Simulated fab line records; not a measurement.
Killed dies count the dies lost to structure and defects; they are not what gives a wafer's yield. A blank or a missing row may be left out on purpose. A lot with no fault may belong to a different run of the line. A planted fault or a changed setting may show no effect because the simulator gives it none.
One fault through the eyes of 2 desks    flow n5_finfet    each desk holds nothing but its own numbers, with what lay behind them at the end

FOR THE TOOL OWNER'S DESK: ald_sin-03
The tool's own readings at N5_FIN_SAQP_ALD_61 (deposits SiO2, target thk 4 nm, pulse time 1 s, purge time 2 s): means of the sampled wafers that have a number, for each lot that ran on this tool. Any lot whose mean is over 4 standard deviations away from the usual mean is out of limits and marked OUT; that distance is given in the brackets.
Columns: A = heater_power_w at N5_FIN_SAQP_ALD_61, usual 481 W; B = precursor_pulse_height_rel at N5_FIN_SAQP_ALD_61, usual 0.999
lot   first seen here  A    B
L357  day 4 20:45      507  1.011
L367  day 7 09:14      499  0.995
This desk found nothing out of limits on any of the 2 lots.

METROLOGY DESK
What the gauges read, lot by lot, whatever tool the lot ran on: means of the sampled wafers that have a number. Any lot whose mean is over 4 standard deviations away from the usual mean is out of limits and marked OUT; that distance is given in the brackets. It has 10 readings; the 7 that lie furthest out on some lot are the ones shown.
Columns: A = DIBL_N at N5_BEOL_M4_RC_MEAS_101, usual 36.0 mV/V; B = IOFF_P at N5_BEOL_M4_RC_MEAS_101, usual 0.21 nA/um; C = ION_N at N5_BEOL_M4_RC_MEAS_101, usual 673 uA/um; D = ION_P at N5_BEOL_M4_RC_MEAS_101, usual 461 uA/um; E = SS_N at N5_BEOL_M4_RC_MEAS_101, usual 71.4 mV/dec; F = SS_P at N5_BEOL_M4_RC_MEAS_101, usual 73.2 mV/dec; G = VT_P at N5_BEOL_M4_RC_MEAS_101, usual -250.9 mV
lot   first seen here  A     B     C    D    E     F     G
L357  day 11 08:14     35.1  0.17  658  454  71.4  72.7  -255.3
L368  day 14 06:17     38.7  0.23  678  461  72.1  73.9  -249.1
L367  day 14 08:02     35.9  0.20  667  462  71.1  73.1  -251.9
This desk found nothing out of limits on any of the 3 lots.

BROUGHT TOGETHER
Nothing out of limits was seen by the tool owner's desk.
From the metrology desk's view, nothing was out of limits.

WHAT THE SIMULATOR HAD PUT IN
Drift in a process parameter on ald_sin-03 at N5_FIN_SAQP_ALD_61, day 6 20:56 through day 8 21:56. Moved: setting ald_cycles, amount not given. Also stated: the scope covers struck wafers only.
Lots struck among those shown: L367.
